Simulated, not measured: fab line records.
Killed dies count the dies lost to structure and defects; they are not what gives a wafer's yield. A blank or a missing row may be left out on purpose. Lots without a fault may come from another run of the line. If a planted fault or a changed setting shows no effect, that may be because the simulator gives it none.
Split-lot trial / flow n5-finfet / 21 wafers read from 7 lots, route of 1938 steps

== SPLIT DETAILS ==
At N5_SD_EPI_P_ETCH_36 (etches SiARC in CF4, target depth 45.5 nm, time 75.8 s), the setting bias-w was moved away from the recipe's 36 W on 7 of the 21 wafers read, by -9.1% to +17.3%. The other wafers ran this setting at the recipe's value.

The reading is taken at the split's own step.

== THE READING ==
rf-vpp-V, in V, at N5_SD_EPI_P_ETCH_36 (etches SiARC in CF4, target depth 45.5 nm, time 75.8 s). On this fab line, fault-free wafers typically give 184.2 V with a standard deviation of 1.2 V.

wafer=L074.1; tool, chamber at the split=rie-diel-01, 1; bias-w as run, W=36; against the recipe=recipe; rf-vpp-V, V=184.0; against lot-mates on the recipe=-
wafer=L074.2; tool, chamber at the split=rie-diel-01, 3; bias-w as run, W=36; against the recipe=recipe; rf-vpp-V, V=185.7; against lot-mates on the recipe=-
wafer=L074.3; tool, chamber at the split=rie-diel-01, 0; bias-w as run, W=36; against the recipe=recipe; rf-vpp-V, V=185.9; against lot-mates on the recipe=-
wafer=L079.2; tool, chamber at the split=rie-diel-02, 0; bias-w as run, W=36; against the recipe=recipe; rf-vpp-V, V=185.8; against lot-mates on the recipe=-
wafer=L079.3; tool, chamber at the split=rie-diel-02, 1; bias-w as run, W=41.62; against the recipe=+15.6%; rf-vpp-V, V=202.8; against lot-mates on the recipe=+17.0
wafer=L079.4; tool, chamber at the split=rie-diel-02, 2; bias-w as run, W=41.62; against the recipe=+15.6%; rf-vpp-V, V=202.1; against lot-mates on the recipe=+16.3
wafer=L080.1; tool, chamber at the split=rie-diel-01, 0; bias-w as run, W=41.27; against the recipe=+14.6%; rf-vpp-V, V=201.3; against lot-mates on the recipe=+16.7
wafer=L080.2; tool, chamber at the split=rie-diel-01, 1; bias-w as run, W=36; against the recipe=recipe; rf-vpp-V, V=183.5; against lot-mates on the recipe=-
wafer=L080.5; tool, chamber at the split=rie-diel-01, 0; bias-w as run, W=36; against the recipe=recipe; rf-vpp-V, V=185.8; against lot-mates on the recipe=-
wafer=L082.1; tool, chamber at the split=rie-diel-01, 3; bias-w as run, W=36; against the recipe=recipe; rf-vpp-V, V=185.9; against lot-mates on the recipe=-
wafer=L082.3; tool, chamber at the split=rie-diel-01, 2; bias-w as run, W=42.23; against the recipe=+17.3%; rf-vpp-V, V=203.4; against lot-mates on the recipe=+17.5
wafer=L082.4; tool, chamber at the split=rie-diel-01, 1; bias-w as run, W=42.23; against the recipe=+17.3%; rf-vpp-V, V=203.7; against lot-mates on the recipe=+17.8
wafer=L085.1; tool, chamber at the split=rie-diel-02, 2; bias-w as run, W=36; against the recipe=recipe; rf-vpp-V, V=184.3; against lot-mates on the recipe=-
wafer=L085.3; tool, chamber at the split=rie-diel-02, 0; bias-w as run, W=36; against the recipe=recipe; rf-vpp-V, V=185.8; against lot-mates on the recipe=-
wafer=L085.4; tool, chamber at the split=rie-diel-02, 3; bias-w as run, W=36; against the recipe=recipe; rf-vpp-V, V=183.1; against lot-mates on the recipe=-
wafer=L089.1; tool, chamber at the split=rie-diel-02, 2; bias-w as run, W=32.74; against the recipe=-9.1%; rf-vpp-V, V=174.2; against lot-mates on the recipe=-9.2
wafer=L089.3; tool, chamber at the split=rie-diel-02, 1; bias-w as run, W=36; against the recipe=recipe; rf-vpp-V, V=183.4; against lot-mates on the recipe=-
wafer=L089.5; tool, chamber at the split=rie-diel-02, 1; bias-w as run, W=32.74; against the recipe=-9.1%; rf-vpp-V, V=173.7; against lot-mates on the recipe=-9.7
wafer=L091.1; tool, chamber at the split=rie-diel-04, 0; bias-w as run, W=36; against the recipe=recipe; rf-vpp-V, V=183.8; against lot-mates on the recipe=-
wafer=L091.2; tool, chamber at the split=rie-diel-04, 2; bias-w as run, W=36; against the recipe=recipe; rf-vpp-V, V=186.0; against lot-mates on the recipe=-
wafer=L091.5; tool, chamber at the split=rie-diel-04, 3; bias-w as run, W=36; against the recipe=recipe; rf-vpp-V, V=182.1; against lot-mates on the recipe=-

FIT RESULTS
A straight line over all 21 wafers: rf-vpp-V changes by +1.13 V for each +1% of bias-w; r = +0.99; the points scatter about the line by 1.1 V.
The same after taking each lot's own level away (the mean of its wafers on the recipe; 21 wafers): +1.05 V for each +1%; r = +0.99; scatter 0.99 V.
The reading moves by 18 V for the largest change in bias-w, on that fit.
Measured against the standard deviation above, the lots' own levels, which go from 183.40 to 185.90 V, span 2.1 times it.
So the lot-to-lot level changes the slope little: the two slopes agree.
Check: for one of the wafers moved furthest among these (+17.3%), held out of the fit, the line's prediction against its lot-mates is +18.5 V. It came out at +17.5 V against them.
Tool readings at the split's step, against how far the setting was moved: rf-vpp-V r = +0.99.

== FURTHER SPLITS ON THESE WAFERS ==
Note: prior to the reading, these wafers also went through further splits. Each is held against what the fit with the lots' levels taken away leaves over:
other split on the same wafers=N5_SD_EPI_P_PEB_07 peb-time-s; wafers away from the commonest value=4; r with rf-vpp-V (lot level and that fit taken away)=+0.08

== FILE'S OWN FIT ==
rf-vpp-V changes by +1.07 V for each +1% of bias-w, r = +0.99.
